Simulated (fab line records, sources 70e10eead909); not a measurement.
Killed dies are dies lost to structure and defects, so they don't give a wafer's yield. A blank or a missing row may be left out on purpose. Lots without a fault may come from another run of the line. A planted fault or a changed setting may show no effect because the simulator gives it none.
fab line records | flow nand_harc | part 1 of 2: steps 1 to 4 of 6
record lots=21 wafers=63 last_day=24
route steps=1159 shown A_STAIRCASE@547
lots that met no fault: from a run of the same line without faults
start_h: hours from the record's first day to the start of the lot's first wafer shown | wait_h: hours since the lot's step before | " the same as in the row above | L1.1+2: a row that stands for several wafers | - no value, or no start given | * or withheld: withheld | < > ~ a bound
route shown NAME@n: a module of which the file shows steps, and the number in the route of the first | usual: mean/standard deviation of fault-free wafers | same: alike in all rows | chamber/n: place in a boat | sites: the reading at each site | _std_site: their standard deviation | _edge_site: outer sites' mean less inner sites' | radius_mm: how far each site lies from the wafer's centre | mask NAME#n: copy n | behind: the tool/chamber that last shaped the wafer | hold: why the lot was held/for how many hours/how that ended | device: the transistor (n, p or np) that didn't switch | end of line: the same wafers' tests at the end of the route | a step without rows: its recipe alone | killed: dies lost to structure and defects at the first sort, not the wafer's yield | map: a wafer's dies, x killed, . not, _ none there
set.NAME: the setting as run; set.NAME@STEP: as run at that earlier step | model.NAME: the simulator's own value behind a step, which no gauge read
steps of the route over a sample of lots; a table a step, a row a wafer
services: from which hour (start_h, from the record's first day; less than 0 if before it) a tool's chamber was out of use, for how many hours, and why
## steps
# step NHARC_A_STAIRCASE_DESCUM_11
# recipe time_s=3 o2_flow_sccm=200 ar_flow_sccm=0 bias_power_w=0 chemistry=O2
# usual drypump_motor_current_A=5.7/0.44 mfc_ar_sccm=0.007/0.0094 oes_product_au=1.003/0.0099 rf_vpp_V=57.9/0.93 showerhead_plenum_p_Torr=1.93/0.061 throttle_valve_pct=11.310/0.01
# columns lot.wafer tool chamber start_h wait_h drypump_motor_current_A mfc_ar_sccm oes_product_au rf_hours_counter_h rf_vpp_V showerhead_plenum_p_Torr throttle_valve_pct
L074.4 rie_diel-04 2 235.93 - 5.6 0 1.018 39 58.6 2.00 11.315
L074.2 " 0 " " 5.8 0.013 1.003 42 57.9 1.99 11.323
L074.6 " 2 " " 5.6 0 1.018 - 59.3 2.00 11.300
L076.4 rie_diel-11 2 236.11 - 6.0 0 1.008 12 57.3 1.98 11.308
L076.5 " 3 " " 5.0 0.011 0.997 - 59.1 1.90 11.323
L076.6 " 0 " " 6.0 0.001 1.003 - 57.8 1.92 11.316
L077.3 rie_diel-11 0 255.67 - 6.0 0.001 0.998 21 58.8 1.91 11.312
L077.1 " 1 " " 5.3 0 0.996 19 55.1 1.82 11.299
L077.5 " 3 " " 5.0 0.011 0.990 - 56.7 1.90 11.312
L078.4 rie_diel-04 2 255.87 - 5.6 0 1.023 48 58.3 2.00 11.300
L078.2 " 3 " " 6.1 0 1.010 51 57.9 1.90 11.323
L078.5 " 1 " " 5.2 0.023 0.999 - 58.3 2.01 11.317
L079.4 rie_diel-04 1 264.23 - 5.1 0.023 0.994 52 59.2 2.00 11.317
L079.5 " 3 " " 6.1 0 1.007 - 57.1 1.90 11.290
L079.6 " 0 " " 5.8 0.013 0.996 - 58.4 1.99 11.315
L080.4 rie_diel-04 1 268.41 - 5.2 0.023 0.992 55 57.1 2.00 11.323
L080.6 " 2 " " 5.6 0 1.010 - 57.7 2.00 11.309
L080.5 " 3 " " 6.1 0 1.013 - 57.5 1.90 11.307
L082.1 rie_diel-11 3 275.99 - 5.0 0.011 0.987 27 59.1 1.89 11.296
L082.2 " 0 " " 5.9 0.001 1.008 30 57.9 1.91 11.298
L082.4 " 1 " " 5.3 0 0.998 28 56.5 1.81 11.328
L081.1 rie_diel-04 2 276.26 - 5.6 0 1.009 56 57.7 2.00 11.292
L081.3 " 0 " " 5.8 0.013 0.988 61 58.5 1.98 11.313
L081.6 " 3 " " 6.0 0 1.009 - 59.0 1.90 11.322
L084.3 rie_diel-04 2 288.00 - 5.6 0 1.005 60 58.1 2.00 11.311
L084.1 " 3 " " 6.0 0 1.014 64 57.8 1.90 11.307
L084.2 " 0 " " 5.7 0.013 0.999 65 57.9 1.98 11.303
L083.1 rie_diel-09 1 291.74 - 6.8 0.005 0.976 10 57.1 2.01 11.320
L083.2 " 2 " " 5.4 0.020 0.996 9 60.2 1.93 11.311
L083.3 " 0 " " 5.5 0.002 1.009 10 58.9 2.01 11.313
L085.1 rie_diel-11 2 302.61 - 6.0 0 1.002 39 58.0 1.97 11.289
L085.2 " 0 " " 6.0 0.001 1.017 41 59.6 1.91 11.313
L085.5 " 1 " " 5.3 0 1.012 - 57.8 1.81 11.303
L086.3 rie_diel-09 2 306.10 - 5.4 0.020 1.004 14 57.3 1.93 11.312
L086.4 " 0 " " 5.5 0.002 1.009 17 57.7 2.01 11.305
L086.5 " 2 " " 5.4 0.020 1.006 - 57.4 1.93 11.312
L087.1 rie_diel-09 3 306.83 - 5.8 0.033 1.014 16 56.2 1.85 11.307
L087.2 " 2 " " 5.4 0.020 1.000 14 58.9 1.93 11.312
L087.6 " 3 " " 5.7 0.033 1.005 - 57.7 1.84 11.299
L089.4 rie_diel-11 1 327.56 - 5.3 0 0.997 47 58.3 1.81 11.329
L089.1 " 2 " " 6.0 0 0.999 46 58.3 1.97 11.299
L089.5 " 2 " " 6.0 0 1.000 - 57.8 1.97 11.306
L088.1 rie_diel-09 0 328.11 - 5.5 0.002 1.007 26 58.9 2.01 11.305
L088.6 " 0 " " 5.5 0.002 1.021 - 57.0 2.00 11.315
L088.5 " 1 " " 6.7 0.005 0.999 - 59.1 2.00 11.313
L091.4 rie_diel-09 2 342.26 - 5.4 0.020 1.002 26 57.8 1.93 11.310
L091.1 " 3 " " 5.7 0.033 1.010 28 58.2 1.84 11.319
L091.5 " 1 " " 6.7 0.005 0.986 - 57.8 2.00 11.314
L092.3 rie_diel-11 1 342.67 - 5.3 0 0.995 53 58.3 1.81 11.321
L092.1 " 0 " " 5.9 0.001 1.007 53 58.4 1.90 11.307
L092.5 " 1 " " 5.3 0 1.014 - 58.3 1.81 11.306
L094.2 rie_diel-11 2 354.63 - 6.0 0 0.999 57 58.6 1.96 11.308
L094.5 " 2 " " 6.0 0 1.007 - 58.0 1.96 11.311
L094.4 " 3 " " 5.0 0.011 0.999 - 56.9 1.88 11.328
L093.3 rie_diel-04 3 354.94 - 6.0 0 1.003 19 56.8 1.89 11.300
L093.2 " 0 " " 5.7 0.013 0.995 20 58.9 1.98 11.314
L093.6 " 0 " " 5.8 0.013 1.016 - 57.1 1.98 11.303
L096.2 rie_diel-04 2 360.40 - 5.6 0 1.015 23 57.6 1.99 11.314
L096.4 " 3 " " 6.0 0 0.992 21 58.5 1.89 11.314
L096.5 " 1 " " 5.2 0.023 1.005 - 58.3 1.99 11.294
L097.2 rie_diel-11 0 361.11 - 6.0 0.001 1.001 60 57.2 1.90 11.314
L097.1 " 1 " " 5.3 0 1.010 55 57.0 1.81 11.299
L097.3 " 2 " " 6.0 0 1.003 59 56.7 1.96 11.302
# step NHARC_A_STAIRCASE_DESCUM_186
# recipe time_s=3 o2_flow_sccm=200 ar_flow_sccm=0 bias_power_w=0 chemistry=O2
# usual drypump_motor_current_A=5.7/0.45 mfc_ar_sccm=0.008/0.01 oes_product_au=1.004/0.0089 rf_vpp_V=57.9/0.79 showerhead_plenum_p_Torr=1.93/0.061 throttle_valve_pct=11.312/0.0087
# columns lot.wafer tool chamber start_h wait_h drypump_motor_current_A mfc_ar_sccm oes_product_au rf_hours_counter_h rf_vpp_V showerhead_plenum_p_Torr throttle_valve_pct
L074.2 rie_diel-09 3 239.76 - 5.7 0.033 0.991 61 57.8 1.85 11.304
L074.4 " 3 " " 5.7 0.033 1.009 - 58.3 1.85 11.297
L074.6 " 1 " " 6.7 0.005 0.993 - 58.3 2.01 11.310
L076.4 rie_diel-11 3 239.96 - 5.0 0.011 0.995 14 57.9 1.90 11.306
L076.6 " 3 " " 5.0 0.011 0.985 - 56.8 1.90 11.313
L076.5 " 0 " " 6.0 0.001 0.999 - 58.1 1.91 11.295
L078.2 rie_diel-11 2 259.71 - 6.0 0 1.005 21 58.4 1.98 11.300
L078.4 " 1 " " 5.3 0 0.999 21 57.9 1.82 11.310
L078.5 " 3 " " 5.0 0.011 1.000 - 58.0 1.90 11.320
L077.1 rie_diel-11 1 259.76 - 5.3 0 1.002 21 57.4 1.82 11.322
L077.3 " 0 " " 5.9 0.001 1.008 22 58.3 1.91 11.316
L077.5 " 1 " " 5.3 0 1.006 - 58.7 1.82 11.325
L079.4 rie_diel-11 0 271.41 - 6.0 0.001 1.015 28 55.5 1.91 11.313
L079.6 " 0 " " 6.0 0.001 1.018 - 56.5 1.91 11.306
L079.5 " 1 " " 5.3 0 1.000 - 55.8 1.81 11.303
L080.4 rie_diel-09 2 272.26 - 5.4 0.020 1.006 4 57.2 1.93 11.322
L080.6 " 1 " " 6.7 0.005 0.982 - 58.8 2.01 11.311
L080.5 " 2 " " 5.4 0.020 1.006 - 57.1 1.94 11.321
L082.1 rie_diel-11 2 279.83 - 6.0 0 1.007 29 57.3 1.97 11.328
L082.2 " 3 " " 5.0 0.011 0.996 29 56.9 1.89 11.306
L082.4 " 0 " " 6.0 0.001 1.008 31 57.1 1.91 11.316
L081.1 rie_diel-11 0 280.26 - 6.0 0.001 1.016 32 56.9 1.91 11.305
L081.3 " 1 " " 5.3 0 1.015 30 58.1 1.81 11.302
L081.6 " 3 " " 5.0 0.011 1.001 - 57.4 1.89 11.309
L084.3 rie_diel-11 3 291.87 - 5.0 0.011 1.004 33 57.3 1.89 11.315
L084.1 " 0 " " 6.0 0.001 1.021 35 57.2 1.91 11.325
L084.2 " 1 " " 5.3 0 1.013 33 56.7 1.81 11.312
L083.2 rie_diel-04 3 298.09 - 6.0 0 1.000 0 58.4 1.90 11.302
L083.3 " 0 " " 5.8 0.013 1.017 0 58.7 1.98 11.316
L083.1 " 2 " " 5.6 0 1.003 0 57.9 2.00 11.302
L085.2 rie_diel-04 1 306.45 - 5.2 0.023 1.002 2 59.1 2.00 11.334
L085.1 " 2 " " 5.7 0 1.007 4 58.3 2.00 11.297
L085.5 " 1 " " 5.2 0.023 1.017 - 58.7 2.00 11.311
L086.4 rie_diel-04 0 310.10 - 5.7 0.013 1.001 5 57.8 1.98 11.312
L086.3 " 1 " " 5.1 0.023 1.018 3 57.0 2.00 11.323
L086.5 " 0 " " 5.7 0.013 1.007 - 56.7 1.98 11.305
L087.1 rie_diel-04 0 311.37 - 5.8 0.013 1.007 6 57.4 1.98 11.319
L087.2 " 2 " " 5.6 0 1.014 6 58.2 1.99 11.340
L087.6 " 3 " " 6.1 0 0.996 - 57.5 1.90 11.311
L088.1 rie_diel-09 2 332.11 - 5.4 0.020 0.995 23 56.8 1.93 11.312
L088.6 " 0 " " 5.5 0.002 1.011 - 58.4 2.00 11.316
L088.5 " 1 " " 6.7 0.005 0.978 - 58.1 2.00 11.315
L089.1 rie_diel-04 0 332.87 - 5.8 0.013 1.013 13 57.3 1.98 11.309
L089.4 " 2 " " 5.6 0 1.010 13 57.9 1.99 11.313
L089.5 " 0 " " 5.7 0.013 1.003 - 58.5 1.98 11.321
L091.4 rie_diel-04 1 345.85 - 5.2 0.023 1.012 17 58.8 2.00 11.311
L091.1 " 0 " " 5.8 0.013 1.016 17 58.6 1.98 11.315
L091.5 " 1 " " 5.2 0.023 1.003 - 57.7 2.00 11.335
L092.1 rie_diel-11 3 346.51 - 5.0 0.011 1.005 55 58.9 1.88 11.314
L092.3 " 1 " " 5.3 0 1.013 53 57.2 1.81 11.313
L092.5 " 3 " " 5.0 0.011 1.001 - 58.5 1.88 11.329
L094.2 rie_diel-11 0 358.63 - 6.0 0.001 1.010 58 58.1 1.90 11.312
L094.5 " 2 " " 6.0 0 1.009 - 58.7 1.96 11.300
L094.4 " 3 " " 5.0 0.011 0.999 - 57.9 1.88 11.301
L093.3 rie_diel-09 3 358.94 - 5.7 0.033 1.007 33 58.3 1.84 11.300
L093.2 " 0 " " 5.5 0.002 1.003 35 57.8 2.00 11.315
L093.6 " 3 " " 5.7 0.033 1.007 - 58.0 1.84 11.320
L096.2 rie_diel-09 3 366.42 - 5.7 0.033 1.013 36 56.9 1.84 11.309
L096.4 " 1 " " 6.8 0.005 0.997 37 58.5 2.00 11.323
L096.5 " 3 " " 5.7 0.033 1.010 - 58.4 1.84 11.305
L097.1 rie_diel-09 2 368.08 - 5.4 0.020 0.994 36 57.8 1.92 11.316
L097.3 " 3 " " 5.7 0.033 1.008 37 59.4 1.84 11.304
L097.2 " 0 " " 5.5 0.002 1.004 39 58.2 2.00 11.313
# step NHARC_A_STAIRCASE_ETCH_190
# recipe target_depth_a=1000 time_s=40.5 ion_energy_ev=400 c4f8_flow_sccm=20 o2_flow_sccm=10 ar_flow_sccm=withheld rf_w=600 bias_w=1000 chemistry=C4F8/O2
# usual oes_product_au=0.943/0.011 rf_vpp_V=897/4
# columns lot.wafer tool chamber start_h wait_h oes_product_au rf_hours_counter_h rf_vpp_V
L074.2 rie_diel-09 1 - - 0.932 59 902
L074.6 " 1 " " 0.934 - 902
L074.4 " 3 " " 0.933 - 892
L076.4 rie_diel-11 0 - - 0.937 14 896
L076.6 " 3 " " 0.928 - 895
L076.5 " 0 " " 0.942 - 898
L078.2 rie_diel-11 1 - - 0.946 21 888
L078.4 " 2 " " 0.949 21 900
L078.5 " 1 " " 0.943 - 890
L077.1 rie_diel-11 3 - - 0.935 21 895
L077.3 " 0 " " 0.943 23 896
L077.5 " 2 " " 0.951 - 899
L079.4 rie_diel-11 0 - - 0.958 29 895
L079.6 " 1 " " 0.930 - 890
L079.5 " 2 " " 0.935 - 899
L080.4 rie_diel-09 1 - - 0.926 5 901
L080.6 " 1 " " 0.932 - 902
L080.5 " 2 " " 0.946 - 899
L082.2 rie_diel-11 2 - - 0.945 29 899
L082.4 " 0 " " 0.951 32 896
L082.1 " 1 " " 0.940 30 889
L081.1 rie_diel-11 0 - - 0.940 32 896
L081.3 " 2 " " 0.939 29 899
L081.6 " 1 " " 0.938 - 888
L084.1 rie_diel-11 3 - - 0.940 35 894
L084.2 " 1 " " 0.942 35 889
L084.3 " 2 " " 0.948 34 899
L083.2 rie_diel-04 2 - - 0.947 0 902
L083.3 " 3 " " 0.951 0 895
L083.1 " 0 " " 0.950 0 902
L085.2 rie_diel-04 0 - - 0.946 4 901
L085.1 " 3 " " 0.926 4 896
L085.5 " 0 " " 0.948 - 900
L086.4 rie_diel-04 3 - - 0.950 5 895
L086.3 " 1 " " 0.947 3 901
L086.5 " 3 " " 0.937 - 895
L087.2 rie_diel-04 1 - - 0.942 4 902
L087.1 " 3 " " 0.929 6 895
L087.6 " 1 " " 0.959 - 901
L088.1 rie_diel-09 1 - - 0.924 25 903
L088.5 " 0 " " 0.954 - 900
L088.6 " 1 " " 0.913 - 901
L089.1 rie_diel-04 3 - - 0.950 13 894
L089.4 " 1 " " 0.948 12 901
L089.5 " 2 " " 0.966 - 900
L091.1 rie_diel-04 1 - - 0.958 17 900
L091.4 " 3 " " 0.937 17 893
L091.5 " 0 " " 0.953 - 900
L092.1 rie_diel-11 3 - - 0.928 55 894
L092.3 " 0 " " 0.950 55 896
L092.5 " 0 " " 0.937 - 895
L094.2 rie_diel-11 3 - - 0.925 59 893
L094.4 " 3 " " 0.929 - 893
L094.5 " 0 " " 0.921 - 893
L093.3 rie_diel-09 3 - - 0.953 33 892
L093.2 " 1 " " 0.946 33 901
L093.6 " 3 " " 0.934 - 891
L096.4 rie_diel-09 0 - - 0.945 38 900
L096.2 " 2 " " 0.936 35 897
L096.5 " 1 " " 0.933 - 900
L097.2 rie_diel-09 3 - - 0.962 37 892
L097.1 " 1 " " 0.936 38 902
L097.3 " 2 " " 0.934 36 898
# step NHARC_A_STAIRCASE_ETCH_197
# recipe target_depth_a=1000 time_s=40.5 ion_energy_ev=400 c4f8_flow_sccm=20 o2_flow_sccm=10 ar_flow_sccm=withheld rf_w=600 bias_w=1000 chemistry=C4F8/O2
# usual oes_product_au=0.953/0.017 rf_vpp_V=898/3.9
# columns lot.wafer tool chamber start_h wait_h oes_product_au rf_hours_counter_h rf_vpp_V
L074.2 rie_diel-09 1 - - 0.940 59 902
L074.6 " 2 " " 0.952 - 898
L074.4 " 3 " " 0.947 - 893
L076.4 rie_diel-11 3 - - 0.940 14 896
L076.5 " 3 " " 0.936 - 896
L076.6 " 0 " " 0.947 - 896
L078.2 rie_diel-11 3 - - 0.948 21 894
L078.4 " 2 " " 0.954 21 899
L078.5 " 0 " " 0.964 - 896
L077.3 rie_diel-04 0 - - 0.959 53 902
L077.1 " 1 " " 0.958 52 903
L077.5 " 1 " " 0.945 - 902
L079.4 rie_diel-11 2 - - 0.960 26 900
L079.5 " 3 " " 0.946 - 895
L079.6 " 0 " " 0.967 - 895
L080.4 rie_diel-09 3 - - 0.929 4 891
L080.6 " 2 " " 0.941 - 897
L080.5 " 3 " " 0.941 - 891
L082.1 rie_diel-04 3 - - 0.961 62 895
L082.2 " 1 " " 0.970 61 901
L082.4 " 2 " " 0.987 58 902
L081.3 rie_diel-11 2 - - 0.954 30 901
L081.1 " 0 " " 0.961 32 895
L081.6 " 1 " " 0.944 - 889
L084.3 rie_diel-09 3 - - 0.973 12 892
L084.1 " 1 " " 0.948 12 902
L084.2 " 2 " " 0.963 11 898
L083.3 rie_diel-09 2 - - 1.001 13 899
L083.1 " 3 " " 0.999 15 892
L083.2 " 1 " " 0.954 14 902
L085.1 rie_diel-09 3 - - 0.963 17 891
L085.2 " 1 " " 0.941 16 901
L085.5 " 2 " " 0.954 - 896
L086.4 rie_diel-04 1 - - 0.948 4 903
L086.3 " 0 " " 0.942 6 900
L086.5 " 1 " " 0.950 - 900
L087.2 rie_diel-04 1 - - 0.970 5 901
L087.1 " 0 " " 0.967 7 900
L087.6 " 1 " " 0.965 - 902
L088.1 rie_diel-09 0 - - 0.960 28 901
L088.6 " 0 " " 0.953 - 901
L088.5 " 1 " " 0.911 - 903
L089.4 rie_diel-04 3 - - 0.955 13 894
L089.1 " 0 " " 0.952 14 900
L089.5 " 3 " " 0.951 - 894
L091.1 rie_diel-04 3 - - 0.946 17 895
L091.4 " 0 " " 0.948 18 900
L091.5 " 3 " " 0.946 - 894
L092.3 rie_diel-04 0 - - 0.983 18 900
L092.1 " 1 " " 0.988 17 902
L092.5 " 3 " " 0.955 - 895
L093.2 rie_diel-09 1 - - 0.928 34 901
L093.3 " 2 " " 0.940 32 898
L093.6 " 2 " " 0.929 - 897
L094.2 rie_diel-04 2 - - 0.970 23 902
L094.4 " 1 " " 0.951 20 901
L094.5 " 2 " " 0.958 - 902
L096.2 rie_diel-11 2 - - 0.926 62 898
L096.4 " 0 " " 0.927 64 894
L096.5 " 2 " " 0.930 - 899
L097.2 rie_diel-09 3 - - 0.946 38 891
L097.3 " 1 " " 0.926 38 901
L097.1 " 2 " " 0.930 36 896
